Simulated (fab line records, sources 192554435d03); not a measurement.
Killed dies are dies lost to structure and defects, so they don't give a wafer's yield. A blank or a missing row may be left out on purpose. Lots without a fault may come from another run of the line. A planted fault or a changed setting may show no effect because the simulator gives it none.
A struck lot beside a sound one | flow n5_finfet | 36 steps out of a route of 1938
Sound: wafers L549.1, L549.3, L549.4. Struck: wafers L560.2, L560.4, L560.6. The cause comes at the end.
At each step with rows: each side's tool, then ch and its chambers, then its first start. Under that, the readings that differ: sound wafers | struck wafers | difference of the means | sigmas: that difference in standard deviations of wafers without a fault.
alike: readings whose means differ by less than 2 such deviations, and words and numbers that are the same on both sides. not compared: withheld readings, readings that some wafer has no value for, bounds like >300 that may hide the same value, and numbers for which the record gives no deviation and whose values overlap.
The two part at a step that has a row with sigmas, a row that says differs or no value, or rows on one side only. Numbers that don't overlap but have no deviation are shown without sigmas and don't part them. A reading that every wafer of one side lacks parts them only if that side has two wafers or more.

first, 9 steps without rows for these wafers: N5_BEOL_M4_ANNEAL_95 (time 240 s); N5_BEOL_M4_SPUTTER_96 (material Cu, target thk 4.5 nm, time 8.29 s); N5_BEOL_M4_ECD_50 (material Cu, target thk 300 nm); N5_BEOL_M4_ANNEAL_51 (time 90 s); N5_BEOL_M4_CMP_52 (polishes, stops on SiOC, t overpolish 6.8 s, target thk 40 nm); N5_BEOL_M4_PRE_CLEAN_60 (time 15 s); N5_BEOL_M4_CO_CAP_55 (material Co, precursor CCTBA/H2, target thk 2 nm, time 102.1 s); N5_BEOL_M4_PRE_CLEAN_56 (time 15 s); N5_BEOL_M4_DEP_57 (deposits SiCN from 3MS/NH3, target thk 8 nm, time 14 s).
N5_BEOL_M4_RC_MEAS_101:
  sound on prober-02 ch 0, day 8 13:29; struck on prober-01 ch 0, day 12 14:52
  alike: DIBL_N, DIBL_P, IOFF_N, IOFF_P, ION_N, ION_P, SS_N, SS_P, VT_N, VT_P
then, 24 steps without rows for these wafers: N5_BEOL_M5_ILD_DEP_00 (deposits SiCOH lowk from DEMS/porogen, target thk 140.64 nm, time 25.9 s); N5_BEOL_M5_CURE_79 (cures SiCOH lowk, time 240 s); N5_BEOL_M5_PECVD_70 (deposits SiO2 from TEOS/O2, target thk 16 nm, time 18 s); N5_BEOL_M5_HM_DEP_02 (deposits TiN, target thk 20 nm); N5_BEOL_M5_COAT_59 (time 60 s, resist thk 60 nm); N5_BEOL_M5_COAT_60 (time 60 s, resist thk 12 nm); N5_BEOL_M5_COAT_71 (time 60 s, resist thk 5 nm); N5_BEOL_M5_COAT_05 (resist thk 30 nm); N5_BEOL_M5_EBR_07; N5_BEOL_M5_SOFTBAKE_06 (time 60 s); N5_BEOL_M5_EXPOSE_08 (exposes mask M5, target cd 28 nm); N5_BEOL_M5_PEB_09 (peb time 60 s); N5_BEOL_M5_DEVELOP_10 (develop time 30 s); N5_BEOL_M5_DESCUM_16 (chemistry O2, time 7 s); N5_BEOL_M5_ETCH_72 (etches underlayer in N2/H2, target depth 6.5 nm, time 5.2 s); N5_BEOL_M5_ETCH_61 (etches SiARC in CF4, target depth 15.6 nm, time 26 s); N5_BEOL_M5_ETCH_62 (etches SOC in N2/H2, target depth 75 nm, overetch 15 nm, time 112.5 s); N5_BEOL_M5_STRIP_63 (strips in N2/H2); N5_BEOL_M5_STRIP_73 (strips in N2/H2); N5_BEOL_M5_STRIP_64 (strips in CF4); N5_BEOL_M5_HM_OPEN_17 (chemistry Cl2/BCl3, target TiN, target depth 20 nm, overetch 6 nm); N5_BEOL_M5_STRIP_19 (strips in O2); N5_BEOL_M5_COAT_65 (time 60 s, resist thk 60 nm); N5_BEOL_M5_COAT_66 (time 60 s, resist thk 12 nm).
-- the record jumps here: 2 days lie between the struck wafers' starts before and after (it left off in module BEOL_M5 and takes up again in module BEOL_M9, whose first step shown is number 1467 of the route) --
N5_BEOL_M9_DEP_56: deposits SiCN from 3MS/NH3, target thk 15 nm, time 26.5 s.
  sound on pecvd-01 ch 0,1, day 10 16:33; struck on pecvd-03 ch 1,2, day 14 16:14
  no value came back on the struck wafers for chamber_pressure_Torr (Torr), rf_fwd_power_W (W), showerhead_plenum_p_Torr (Torr), throttle_valve_pct (%); on the sound wafers chamber_pressure_Torr (Torr) reads 3.002 3.000 3.004
  not compared: since_wet_clean_h
-- the record jumps here: 3 days lie between the struck wafers' starts before and after (it left off in module BEOL_M9 and takes up again in module PASSIVATION, whose first step shown is number 1936 of the route) --
N5_PASSIVATION_PROBE_49:
  sound on prober-02, day 13 00:25; struck on prober-02, day 17 12:37
  reading                  | sound          | struck         | difference | sigmas
  defect_limited_yield (%) | 90.2 91.9 92.4 | 0 0 0          | -92        | -70
  killed_at_M4_up          | 27 16 23       | 1101 1081 1081 | +1066      | +99 or more
  killed_dies              | 116 95 90      | 1180 1180 1180 | +1080      | +72
  killed_on_rim            | 15 15 9        | 152 152 152    | +139       | +36
  sort_bin_5_function (%)  | 6.0 4.3 4.5    | 97.5 96.2 96.0 | +91.6      | +99 or more
  sort_n_pass              | 1064 1085 1090 | 0 0 0          | -1080      | -72
  sort_yield_pct (%)       | 90.2 91.9 92.4 | 0 0 0          | -92        | -70
  alike: killed_at_M0_to_M3, killed_at_contacts, killed_at_front_end, killed_at_other, killed_open, killed_short, sort_bin_6_memory

WHERE THEY PART
First at N5_BEOL_M9_DEP_56; last, within this record, at N5_PASSIVATION_PROBE_49.

WHY: what the simulator had put in
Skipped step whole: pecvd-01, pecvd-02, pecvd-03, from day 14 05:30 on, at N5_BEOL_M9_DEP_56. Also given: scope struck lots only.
